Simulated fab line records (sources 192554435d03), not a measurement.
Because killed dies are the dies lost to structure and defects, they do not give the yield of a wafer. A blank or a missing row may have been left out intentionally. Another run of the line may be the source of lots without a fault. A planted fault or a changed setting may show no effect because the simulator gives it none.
fab line records	flow n5_finfet
record: lots: 11	wafers: 31	last_day: 16
route steps=1938 shown BEOL_M8@1353 PASSIVATION@1936
lots that met no fault: taken from a fault-free run of the same line
start_h: hours from the record's first day to the start of the lot's first wafer shown	wait_h: hours elapsed since this lot's preceding step	" the same as in the row above	L1.1+2: a row that stands for several wafers	- no value, or no start given	* or withheld: withheld	< > ~ a bound
route shown NAME@n: names a module that has steps shown in the file, with the first one's number in the route	usual: the fault-free wafers' mean and standard deviation	same: alike in all rows	chamber/n: place in a boat	sites: readings site by site	_std_site: their standard deviation	_edge_site: the outer-site mean with the inner-site mean subtracted	radius_mm: for every site, how far away it sits from the centre of the wafer	mask NAME#n: copy n	behind: the most recent tool/chamber to have shaped the wafer	hold: why the lot was held/for how many hours/how that ended	device: transistor that didn't switch, given as n, p or np	end of line: tests of these same wafers at the route's end	a step given without rows: its recipe and nothing more	killed: dies lost to structure and defects at the first sort, not the wafer's yield	map: a wafer's dies, x killed, . not, _ none there
set.NAME: setting as actually run; set.NAME@STEP: the setting as run at that earlier step	model.NAME: the simulator's own value behind a step, which no gauge read
one table for each step of the route and one row for each wafer, over a sample of lots
services: when a tool's chamber went out of use (start_h, in hours from the record's first day, below 0 if earlier), for how many hours, and the reason
== steps ==
step: N5_BEOL_M8_HM_OPEN_17
recipe: chemistry: Cl2/BCl3	target_depth_a: 200	overetch_a: 60	target: TiN	mask_material: SOC	ion_energy_ev: 150	pressure_mtorr: 10	icp_w: 1000	bias_w: 126	Cl2_flow_sccm: 53.25	bcl3_flow_sccm: 21.75	Ar_flow_sccm: 25
usual: drypump_motor_current_A: 5.8/0.44	oes_product_au: 0.63/0.061	throttle_valve_pct: 21.94/0.14
lot.wafer	tool	chamber	start_h	wait_h	drypump_motor_current_A	oes_product_au	rf_hours_counter_h	throttle_valve_pct
L184.1	rie_metal-03	1	212.15	0.0	5.8	0.61	70	22.10
L184.2	"	0	"	"	5.4	0.60	64	22.14
L184.5	"	0	"	"	5.4	0.61	-	22.14
L193.1	rie_metal-03	1	249.88	0.1	5.8	0.60	72	22.11
L193.3	"	0	"	"	5.4	0.60	-	22.17
L193.6	"	0	"	"	5.3	0.60	-	22.15
L192.6	rie_metal-02	1	263.85	0.1	6.0	0.61	-	21.99
L194.2	rie_metal-02	0	274.03	0.0	5.2	0.75	14	21.86
L194.5	"	0	"	"	5.2	0.75	-	21.85
L194.6	"	1	"	"	6.0	0.61	-	21.99
L196.1	rie_metal-01	0	289.78	0.0	6.0	0.56	96	21.96
L196.4	"	1	"	"	6.6	0.65	-	21.69
L196.5	"	0	"	"	6.0	0.57	-	21.96
L197.2	rie_metal-02	1	291.17	0.0	6.0	0.61	69	21.99
L197.3	"	1	"	"	6.0	0.62	-	21.99
L197.5	"	0	"	"	5.2	0.74	-	21.85
L199.1	rie_metal-01	0	297.27	0.0	6.0	0.57	97	21.94
L199.2	"	1	"	"	6.6	0.64	47	21.69
L199.3	"	0	"	"	6.0	0.58	-	21.94
L198.1	rie_metal-02	0	297.76	0.0	5.2	0.74	16	21.85
L198.2	"	1	"	"	6.0	0.60	69	21.98
L198.4	"	0	"	"	5.2	0.74	-	21.84
L204.1	rie_metal-02	0	316.29	0.0	5.2	0.73	18	21.84
L204.2	"	1	"	"	6.0	0.60	72	22.00
L204.3	"	1	"	"	6.0	0.60	-	22.02
L202.1	rie_metal-01	1	320.92	0.0	6.6	0.63	49	21.72
L202.4	"	0	"	"	6.0	0.56	-	21.97
L202.6	"	1	"	"	6.6	0.62	-	21.71
L203.1	rie_metal-02	1	328.28	0.0	6.0	0.60	73	21.99
L203.2	"	0	"	"	5.2	0.73	19	21.86
L203.3	"	0	"	"	5.2	0.73	-	21.86
step: N5_BEOL_M8_OVL_MEAS_29
recipe: points_per_wafer: 522
usual: V7_OVL: -0.4/0.71
same: points_per_wafer: 522
lot.wafer	tool	chamber	start_h	wait_h	V7_OVL[nm]
L184.1	overlay-02	0	214.55	0.0	0.4
L184.2	"	0	"	"	0.0
L184.5	"	0	"	"	-0.9
L193.1	overlay-02	0	250.97	0.0	0.1
L193.3	"	0	"	"	-1.0
L193.6	"	0	"	"	-0.8
L192.6	overlay-01	0	265.66	0.1	0.0
L194.2	overlay-02	0	276.96	0.0	-1.1
L194.5	"	0	"	"	-0.2
L194.6	"	0	"	"	-1.7
L196.1	overlay-01	0	290.30	0.0	-1.0
L196.4	"	0	"	"	-0.3
L196.5	"	0	"	"	-0.3
L197.2	overlay-02	0	291.91	0.0	-0.7
L197.3	"	0	"	"	-1.0
L197.5	"	0	"	"	-0.9
L199.1	overlay-01	0	298.01	0.0	-0.5
L199.2	"	0	"	"	0.3
L199.3	"	0	"	"	-0.3
L198.1	overlay-02	0	299.73	0.0	-1.6
L198.2	"	0	"	"	-1.5
L198.4	"	0	"	"	-0.9
L204.1	overlay-01	0	317.21	0.0	-0.1
L204.2	"	0	"	"	-0.2
L204.3	"	0	"	"	-0.1
L202.1	overlay-02	0	321.45	0.0	-0.2
L202.4	"	0	"	"	0.8
L202.6	"	0	"	"	-0.7
L203.1	overlay-01	0	328.89	0.0	-0.1
L203.2	"	0	"	"	-0.3
L203.3	"	0	"	"	0.2
step: N5_BEOL_M8_VIA_ETCH_34
recipe: chemistry: C4F6/O2	target: SiCOH_lowk	target_depth_a: 1255	mask_material: SOC	taper_deg: 4	time_s: 50.5	ion_energy_ev: 250	pressure_mtorr: 30	source_w: 345	bias_w: 185	Ar_flow_sccm: 300	C4F6_flow_sccm: 10	O2_flow_sccm: 10
usual: drypump_motor_current_A: 5.8/0.44	oes_f_703_au: 0.77/0.07	oes_o_777_au: 0.77/0.07	oes_product_au: 0.77/0.073	rf_fwd_power_W: 341.8/1.4	rf_vpp_V: 664/5.7	showerhead_plenum_p_Torr: 2.87/0.1	throttle_valve_pct: 20.93/0.23
lot.wafer	tool	chamber	start_h	wait_h	drypump_motor_current_A	oes_f_703_au	oes_o_777_au	oes_product_au	rf_fwd_power_W	rf_hours_counter_h	rf_vpp_V	showerhead_plenum_p_Torr	throttle_valve_pct
L184.1	rie_diel-02	2	215.55	0.0	6.1	0.78	0.79	0.77	341.2	126	666	2.98	20.79
L184.2	"	1	"	"	6.5	0.71	0.71	0.70	342.5	235	658	2.91	20.94
L184.5	"	2	"	"	6.1	0.78	0.79	0.77	341.0	-	667	2.98	20.78
L193.1	rie_diel-01	0	251.89	0.0	5.6	0.71	0.71	0.70	342.2	212	656	2.72	21.20
L193.3	"	0	"	"	5.6	0.71	0.71	0.70	342.6	-	656	2.72	21.21
L193.6	"	1	"	"	5.6	0.80	0.80	0.80	340.8	-	672	2.99	20.73
L192.6	rie_diel-02	0	266.50	0.0	5.5	1.18	1.14	0.97	425.9	-	597	3.02	20.58
L194.2	rie_diel-06	3	277.40	0.0	6.4	0.73	0.73	0.74	340.7	167	663	2.83	21.19
L194.5	"	2	"	"	5.5	0.72	0.72	0.71	342.0	-	663	2.93	21.30
L194.6	"	0	"	"	5.7	0.85	0.84	0.86	344.0	-	665	2.77	20.70
L196.1	rie_diel-01	0	290.58	0.0	5.6	0.70	0.70	0.69	341.3	230	657	2.71	21.24
L196.4	"	3	"	"	6.2	0.74	0.74	0.74	342.2	173	670	2.94	20.92
L196.5	"	0	"	"	5.6	0.70	0.70	0.69	342.2	-	657	2.71	21.21
L197.2	rie_diel-01	1	292.62	0.0	5.6	0.79	0.79	0.79	340.8	103	672	2.98	20.75
L197.3	"	3	"	"	6.2	0.74	0.74	0.74	340.6	174	670	2.94	20.90
L197.5	"	1	"	"	5.6	0.79	0.78	0.80	342.0	-	673	2.98	20.75
L199.1	rie_diel-06	1	298.34	0.0	5.0	0.84	0.84	0.85	338.8	52	656	2.78	20.78
L199.2	"	3	"	"	6.4	0.73	0.72	0.73	342.6	177	663	2.83	21.21
L199.3	"	0	"	"	5.7	0.84	0.83	0.83	342.3	68	666	2.76	20.72
L198.1	rie_diel-06	1	300.00	0.0	5.0	0.84	0.84	0.83	337.2	53	658	2.78	20.75
L198.2	"	2	"	"	5.4	0.72	0.71	0.70	341.1	222	663	2.92	21.33
L198.4	"	3	"	"	6.4	0.73	0.72	0.72	342.2	177	663	2.83	21.21
L204.1	rie_diel-06	3	317.49	0.0	6.4	0.72	0.72	0.73	341.6	183	663	2.83	21.22
L204.2	"	0	"	"	5.7	0.82	0.82	0.83	343.4	75	665	2.76	20.73
L204.3	"	1	"	"	5.0	0.83	0.83	0.82	338.3	60	656	2.78	20.79
L202.1	rie_diel-06	0	321.72	0.0	5.7	0.82	0.82	0.83	341.8	77	665	2.76	20.75
L202.4	"	2	"	"	5.5	0.71	0.71	0.70	342.4	228	662	2.92	21.31
L202.6	"	2	"	"	5.5	0.71	0.70	0.70	342.9	-	661	2.92	21.33
L203.1	rie_diel-06	2	329.16	0.0	5.4	0.70	0.70	0.70	342.3	232	663	2.92	21.33
L203.2	"	1	"	"	5.0	0.83	0.82	0.82	338.2	65	656	2.77	20.78
L203.3	"	3	"	"	6.4	0.72	0.71	0.72	341.4	188	662	2.83	21.23
step: N5_BEOL_M8_STRIP_80
recipe: chemistry: N2/H2	time_s: 10	power_w: 450	temp_c: 40	pressure_mtorr: 20	rf_frequency_hz: 6e+07	bias_power_w: 7	n2_flow_sccm: 200	h2_flow_sccm: 200
usual: drypump_motor_current_A: 5.8/0.44	oes_product_au: 0.77/0.074	rf_vpp_V: 59.3/0.84	showerhead_plenum_p_Torr: 2.56/0.1	throttle_valve_pct: 23.7/0.31
lot.wafer	tool	chamber	start_h	wait_h	drypump_motor_current_A	oes_product_au	rf_hours_counter_h	rf_vpp_V	showerhead_plenum_p_Torr	throttle_valve_pct
L184.1	rie_diel-02	2	-	-	6.1	0.77	126	59.0	2.65	23.5
L184.2	"	1	"	"	6.5	0.69	235	58.3	2.62	23.8
L184.5	"	2	"	"	6.2	0.77	-	59.1	2.65	23.6
L193.1	rie_diel-01	0	-	-	5.7	0.70	212	57.4	2.41	23.9
L193.3	"	0	"	"	5.7	0.70	-	58.3	2.41	23.9
L193.6	"	1	"	"	5.6	0.81	-	58.4	2.68	23.4
L192.6	rie_diel-02	0	-	-	5.5	0.91	-	59.3	2.70	23.4
L194.2	rie_diel-06	3	-	-	6.4	0.74	167	59.7	2.54	24.3
L194.5	"	2	"	"	5.5	0.70	-	58.4	2.62	24.1
L194.6	"	0	"	"	5.7	0.86	-	58.2	2.47	23.6
L196.1	rie_diel-01	0	-	-	5.6	0.70	230	60.0	2.40	23.9
L196.4	"	3	"	"	6.2	0.73	173	60.0	2.64	23.7
L196.5	"	0	"	"	5.6	0.69	-	59.0	2.40	23.9
L197.2	rie_diel-01	1	-	-	5.6	0.79	103	60.5	2.67	23.5
L197.3	"	3	"	"	6.2	0.73	174	59.3	2.64	23.7
L197.5	"	1	"	"	5.6	0.78	-	59.9	2.67	23.4
L199.1	rie_diel-06	1	-	-	5.0	0.85	52	59.5	2.46	23.3
L199.2	"	3	"	"	6.4	0.74	177	61.1	2.53	24.3
L199.3	"	0	"	"	5.7	0.84	69	57.9	2.47	23.6
L198.1	rie_diel-06	1	-	-	5.0	0.84	53	58.8	2.46	23.3
L198.2	"	2	"	"	5.4	0.70	222	59.1	2.61	24.1
L198.4	"	3	"	"	6.4	0.73	177	61.0	2.53	24.3
L204.1	rie_diel-06	3	-	-	6.4	0.72	183	60.2	2.53	24.3
L204.2	"	0	"	"	5.7	0.83	75	59.4	2.47	23.6
L204.3	"	1	"	"	5.0	0.85	60	59.0	2.46	23.3
L202.1	rie_diel-06	0	-	-	5.8	0.83	77	58.0	2.46	23.6
L202.4	"	2	"	"	5.4	0.70	229	61.2	2.61	24.1
L202.6	"	2	"	"	5.5	0.70	-	59.7	2.61	24.1
L203.1	rie_diel-06	2	-	-	5.5	0.69	232	59.2	2.61	24.1
L203.2	"	1	"	"	5.0	0.83	65	58.7	2.46	23.3
L203.3	"	3	"	"	6.4	0.71	188	59.3	2.53	24.3
step: N5_PASSIVATION_PROBE_49
usual: defect_limited_yield: 91.2/1.4	killed_at_M0_to_M3: 34/9.4	killed_at_M4_up: 13/5.8	killed_at_contacts: 13/6.4	killed_at_front_end: 41/11	killed_at_other: 3.1/2.3	killed_dies: 103/16	killed_on_rim: 13/3.4	killed_open: 69/12	killed_short: 33/7.8	sort_bin_5_function: 5.1/0.91	sort_bin_6_memory: 3.3/0.63	sort_n_pass: 1077/16	sort_yield_pct: 91.2/1.4
same: gross_dies: 1180	killed_at_back_side: 0	sort_bin_4_leakage[%]: 0	sort_bin_8_speed[%]: 0
lot.wafer	tool	chamber	start_h	wait_h	defect_limited_yield[%]	killed_at_M0_to_M3	killed_at_M4_up	killed_at_contacts	killed_at_front_end	killed_at_other	killed_dies	killed_on_rim	killed_open	killed_short	sort_bin_5_function[%]	sort_bin_6_memory[%]	sort_n_pass	sort_yield_pct[%]
L194.2	prober-01	-	343.46	0.1	91.9	28	12	8	45	2	95	14	59	35	5.1	2.7	1085	91.9
L194.5	prober-01	-	343.61	0.2	92.4	25	12	12	40	1	90	10	58	30	4.9	2.2	1090	92.4
L194.6	prober-01	-	343.66	0.3	94.2	10	11	9	38	0	68	9	42	26	3.6	1.6	1112	94.2
L197.2	prober-01	-	355.35	0.1	89.9	33	16	12	55	3	119	23	81	37	6.1	3.6	1061	89.9
L197.3	prober-01	-	355.40	0.1	92.1	29	7	12	39	6	93	12	69	22	4.2	3.6	1087	92.1
L198.1	prober-02	-	361.60	0.0	91.9	43	6	6	31	10	96	12	66	29	5.0	3.0	1084	91.9
L199.2	prober-01	-	362.12	0.1	92.0	28	6	24	29	7	94	11	58	36	4.5	3.1	1086	92.0
L196.1	prober-02	-	365.00	0.0	91.7	23	16	24	26	9	98	10	70	26	4.9	3.0	1082	91.7
L196.4	prober-02	-	365.15	0.2	91.0	18	22	31	30	5	106	11	76	30	4.6	4.1	1074	91.0
L196.5	prober-02	-	365.20	0.2	89.4	44	16	28	34	3	125	16	87	36	6.0	4.3	1055	89.4
L204.1	prober-01	-	380.03	0.0	90.3	25	18	12	55	4	114	20	76	35	5.6	3.3	1066	90.3
L204.2	prober-01	-	380.08	0.1	91.1	25	20	7	50	3	105	12	69	36	5.5	3.1	1075	91.1
L204.3	prober-01	-	380.13	0.1	88.1	44	7	12	72	6	141	16	88	48	6.7	4.5	1039	88.1
killed by level:class
L194.2 BEOL_M2:geometric_particle:open=14 STI_FIN_REVEAL:geometric_particle:open=12 FIN_SAQP:geometric_particle:short=11 GATE_CUT:geometric_particle:short=6 MOL_CONTACT_COAG:geometric_particle:open=6 FIN_SAQP:geometric_particle:open=5 BEOL_M0_SAQP:geometric_particle:short=5 BEOL_M0_SAQP:geometric_particle:open=5
L194.5 MOL_CONTACT_COAG:geometric_particle:open=8 FIN_SAQP:geometric_particle:short=7 STI_FIN_REVEAL:geometric_particle:open=7 BEOL_M2:geometric_particle:open=7 FIN_SAQP:geometric_particle:open=6 BEOL_M0_SAQP:geometric_particle:short=6 SPACER0:geometric_particle:open=4 MOL_CONTACT_COAG:geometric_particle:short=4
L194.6 FIN_SAQP:geometric_particle:short=10 STI_FIN_REVEAL:geometric_particle:open=7 MOL_CONTACT_COAG:geometric_particle:open=7 FIN_SAQP:geometric_particle:open=6 BEOL_M0_SAQP:geometric_particle:short=6 GATE_CUT:geometric_particle:open=4 BEOL_M4:geometric_particle:open=4 STARTING-WAFER:geometric_particle:open=3
L197.2 STI_FIN_REVEAL:geometric_particle:open=20 MOL_CONTACT_COAG:geometric_particle:open=11 BEOL_M0_SAQP:geometric_particle:open=10 BEOL_M0_SAQP:geometric_particle:short=8 ILD0:geometric_particle:open=6 ILD0:geometric_particle:short=5 GATE_CUT:geometric_particle:short=5 BEOL_M2:geometric_particle:open=5
L197.3 MOL_CONTACT_COAG:geometric_particle:open=12 BEOL_M3:geometric_particle:open=11 STI_FIN_REVEAL:geometric_particle:open=10 FIN_SAQP:geometric_particle:open=5 BEOL_M1:geometric_particle:open=5 BEOL_M3:geometric_particle:short=4 BEOL_M0_SAQP:geometric_particle:open=4 STARTING-WAFER:geometric_particle:open=4
L198.1 BEOL_M2:geometric_particle:open=14 STI_FIN_REVEAL:geometric_particle:open=11 BEOL_M1:geometric_particle:open=10 GATE_CUT:geometric_particle:short=5 MOL_CONTACT_COAG:geometric_particle:open=5 BEOL_M0_SAQP:geometric_particle:short=5 BEOL_M3:geometric_particle:open=4 FIN_SAQP:geometric_particle:open=3
L199.2 MOL_CONTACT_COAG:geometric_particle:open=19 BEOL_M0_SAQP:geometric_particle:short=9 STI_FIN_REVEAL:geometric_particle:open=6 BEOL_M0_SAQP:geometric_particle:open=6 DUMMY_GATE:geometric_particle:open=5 MOL_CONTACT_COAG:geometric_particle:short=5 BEOL_M5:geometric_particle:short=5 FIN_SAQP:geometric_particle:open=4
L196.1 MOL_CONTACT_COAG:geometric_particle:open=21 STI_FIN_REVEAL:geometric_particle:open=9 BEOL_M4:geometric_particle:open=7 BEOL_M1:geometric_particle:open=6 BEOL_M0_SAQP:geometric_particle:short=5 BEOL_M2:geometric_particle:open=5 PAD_METAL:geometric_particle:short=5 DUMMY_GATE:geometric_particle:open=4
L196.4 MOL_CONTACT_COAG:geometric_particle:open=28 STI_FIN_REVEAL:geometric_particle:open=8 BEOL_M4:geometric_particle:short=6 BEOL_M4:geometric_particle:open=6 BEOL_M0_SAQP:geometric_particle:short=5 FIN_SAQP:geometric_particle:short=4 BEOL_M0_SAQP:geometric_particle:open=4 FIN_SAQP:geometric_particle:open=3
L196.5 MOL_CONTACT_COAG:geometric_particle:open=22 BEOL_M1:geometric_particle:open=15 STI_FIN_REVEAL:geometric_particle:open=13 BEOL_M0_SAQP:geometric_particle:short=8 BEOL_M0_SAQP:geometric_particle:open=7 MOL_CONTACT_COAG:geometric_particle:short=6 DUMMY_GATE:geometric_particle:open=5 BEOL_M1:geometric_particle:short=4
L204.1 STI_FIN_REVEAL:geometric_particle:open=14 FIN_SAQP:geometric_particle:short=11 MOL_CONTACT_COAG:geometric_particle:open=11 FIN_SAQP:geometric_particle:open=10 BEOL_M4:geometric_particle:open=8 BEOL_M0_SAQP:geometric_particle:open=6 BEOL_M3:geometric_particle:open=6 DUMMY_GATE:geometric_particle:open=4
L204.2 FIN_SAQP:geometric_particle:open=13 FIN_SAQP:geometric_particle:short=12 BEOL_M0_SAQP:geometric_particle:open=8 STI_FIN_REVEAL:geometric_particle:open=7 GATE_CUT:geometric_particle:short=6 MOL_CONTACT_COAG:geometric_particle:open=6 BEOL_M0_SAQP:geometric_particle:short=6 BEOL_M6:geometric_particle:open=6
L204.3 STI_FIN_REVEAL:geometric_particle:open=15 FIN_SAQP:geometric_particle:short=14 FIN_SAQP:geometric_particle:open=14 BEOL_M0_SAQP:geometric_particle:short=10 MOL_CONTACT_COAG:geometric_particle:open=9 BEOL_M0_SAQP:geometric_particle:open=9 BEOL_M2:geometric_particle:open=9 BEOL_M0:geometric_particle:open=7
== services ==
tool	chamber	start_h	hours	kind
rie_diel-02	1	195.81	5.5	repair
rie_diel-02	3	198.03	6.0	repair
rie_metal-02	1	203.98	7.3	repair
rie_diel-01	2	231.57	-	clean
rie_diel-01	2	231.57	-	consumable_replace:focus_ring
rie_diel-01	2	231.57	32.8	scheduled_down
rie_diel-01	2	231.57	32.8	vent_cycle
rie_diel-02	-	241.53	15.6	pm
rie_diel-06	1	266.28	23.2	repair
rie_diel-02	1	277.02	-	clean
rie_diel-02	1	277.02	-	consumable_replace:focus_ring
rie_diel-02	1	277.02	15.9	scheduled_down
rie_diel-02	1	277.02	15.9	vent_cycle
rie_metal-03	-	279.19	0.3	repair
rie_metal-01	-	311.80	2.8	pm
== key ==
first_sign: step: N5_BEOL_M8_VIA_ETCH_34	reading: rf_fwd_power_W	direction: up	sigmas: 60	usual: *	struck: *
effect: step: N5_BEOL_M8_VIA_ETCH_34	reading: rf_vpp_V	direction: down	sigmas: 12	usual: 664	struck: 597
met_at N5_BEOL_M8_VIA_ETCH_34
struck_lots L192
struck_wafers L192.6
rows_end L192.6
not_acting_at N5_BEOL_M8_HM_OPEN_17,N5_BEOL_M8_OVL_MEAS_29,N5_BEOL_M8_STRIP_80
fault: kind: process_parameter_drift	tool: rie_diel-02	chamber: 0	onset_h: 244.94	steps: N5_BEOL_M8_VIA_ETCH_34	channel: source_w	offset: 82.8	shape: step	acts_in: these_recipes_only	stated: 345
rows_end: these wafers met a further fault down the route, and their rows from its step on are left out
